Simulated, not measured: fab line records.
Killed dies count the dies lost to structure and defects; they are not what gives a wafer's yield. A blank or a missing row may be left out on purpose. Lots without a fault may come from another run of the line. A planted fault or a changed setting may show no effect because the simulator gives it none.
Struck lot and sound lot, side by side + flow n5Finfet + 35 steps out of a route of 1938
Sound: these wafers, L679.4, L679.5, L679.6. Struck: wafer L677.6 (L677.3, L677.4, from the same lot, were not struck and are left out); the cause is given at the end.
Order at every step that has rows: each side's tool, ch and its chambers, its first start. Under that, the readings that differ: sound wafers + struck wafers + difference of the means + sigmas: that difference in standard deviations of wafers without a fault.
alike: words and numbers the same on both sides, and readings whose means are apart by under 2 such deviations; not compared: readings that were withheld, readings missing a value for some wafer, numbers with overlapping values and no deviation given by the record, and bounds like >300 which may hide the same value.
The two part at a step that has a row with sigmas, a row that says differs or no value, or rows on one side only. Non-overlapping numbers with no deviation appear without sigmas and do not part them. Lack of a reading on every wafer of one side parts them only where that side has two or more wafers.

first, 8 steps without rows for these wafers: N5_BEOL_M9_SPUTTER_48 (material Cu, target thk 12 nm, time 2 s); N5_BEOL_M9_ECD_50 (material Cu, target thk 318 nm); N5_BEOL_M9_ANNEAL_51 (time 90 s); N5_BEOL_M9_CMP_52 (polishes, stops on SiCOH lowk, t overpolish 7 s, target thk 140 nm); N5_BEOL_M9_PRE_CLEAN_55 (time 15 s); N5_BEOL_M9_DEP_56 (deposits SiCN from 3MS/NH3, target thk 15 nm, time 26.5 s); N5_BEOL_M10_ILD_DEP_00 (deposits SiCOH lowk from DEMS/porogen, target thk 308.51 nm, time 58 s); N5_BEOL_M10_CURE_71 (cures SiCOH lowk, time 240 s).
N5_BEOL_M10_PECVD_70: deposits SiO2 from TEOS/O2, target thk 20 nm, time 22.7 s.
  sound on pecvd-01 ch 0,1,2, day 14 21:41; struck on pecvd-03 ch 2, day 14 06:52
| reading                                    | sound                | struck | difference | sigmas |
|--------------------------------------------|----------------------|--------|------------|--------|
| susceptorTempC (C)                         | 399.95 400.16 399.83 | 395.40 | -4.58      | -21    |
| model.SiO2_of_BEOL_M10_PECVD_70.thkNm (nm) | 20.2 19.8 19.6       | 20.4   | +0.5       |        |
  alike: chamberPressureTorr, heaterPowerOuterW, heaterPowerW, showerheadPlenumPTorr, showerheadVppV, throttleValvePct
then, 24 steps without rows for these wafers: N5_BEOL_M10_HM_DEP_02 (deposits TiN, target thk 20 nm); N5_BEOL_M10_COAT_59 (time 60 s, resist thk 100 nm); N5_BEOL_M10_COAT_60 (time 60 s, resist thk 30 nm); N5_BEOL_M10_COAT_05 (resist thk 90 nm); N5_BEOL_M10_EBR_07; N5_BEOL_M10_SOFTBAKE_06 (time 60 s); N5_BEOL_M10_EXPOSE_08 (exposes mask M10); N5_BEOL_M10_PEB_09 (peb time 60 s); N5_BEOL_M10_DEVELOP_10 (develop time 30 s); N5_BEOL_M10_DESCUM_16 (chemistry O2, time 7.9 s); N5_BEOL_M10_ETCH_61 (etches SiARC in CF4, target depth 39 nm, time 65 s); N5_BEOL_M10_ETCH_62 (etches SOC in N2/H2, target depth 110 nm, overetch 22 nm, time 165 s); N5_BEOL_M10_STRIP_68 (strips in N2/H2); N5_BEOL_M10_STRIP_67 (strips in CF4); N5_BEOL_M10_HM_OPEN_17 (chemistry Cl2/BCl3, target TiN, target depth 20 nm, overetch 6 nm); N5_BEOL_M10_STRIP_19 (strips in O2); N5_BEOL_M10_COAT_63 (time 60 s, resist thk 100 nm); N5_BEOL_M10_COAT_64 (time 60 s, resist thk 30 nm); N5_BEOL_M10_COAT_22 (resist thk 90 nm); N5_BEOL_M10_EBR_24; N5_BEOL_M10_SOFTBAKE_23 (time 60 s); N5_BEOL_M10_EXPOSE_25 (exposes mask V9); N5_BEOL_M10_PEB_26 (peb time 60 s); N5_BEOL_M10_DEVELOP_27 (develop time 30 s).
N5_BEOL_M10_HM_STRIP_39: strips TiN in peroxide tin strip, target depth 25 nm, time 158 s.
  sound on wetBench-05 ch 3,5,6, day 15 03:09; struck on wetBench-04 ch 2,4, day 14 09:41
| reading                                    | sound        | struck | difference | sigmas |
|--------------------------------------------|--------------|--------|------------|--------|
| model.SiO2_of_BEOL_M10_PECVD_70.thkNm (nm) | 20 19.8 19.4 | 20.2   | +0.5       |        |
after that, 1 step had no rows for these wafers: N5_PASSIVATION_PROBE_49.

## WHERE THEY PART
Only at N5_BEOL_M10_PECVD_70, within this record.

WHY: the cause the simulator had injected
pecvd-03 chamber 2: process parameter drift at N5_BEOL_M10_PECVD_70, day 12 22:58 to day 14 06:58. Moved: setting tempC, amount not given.
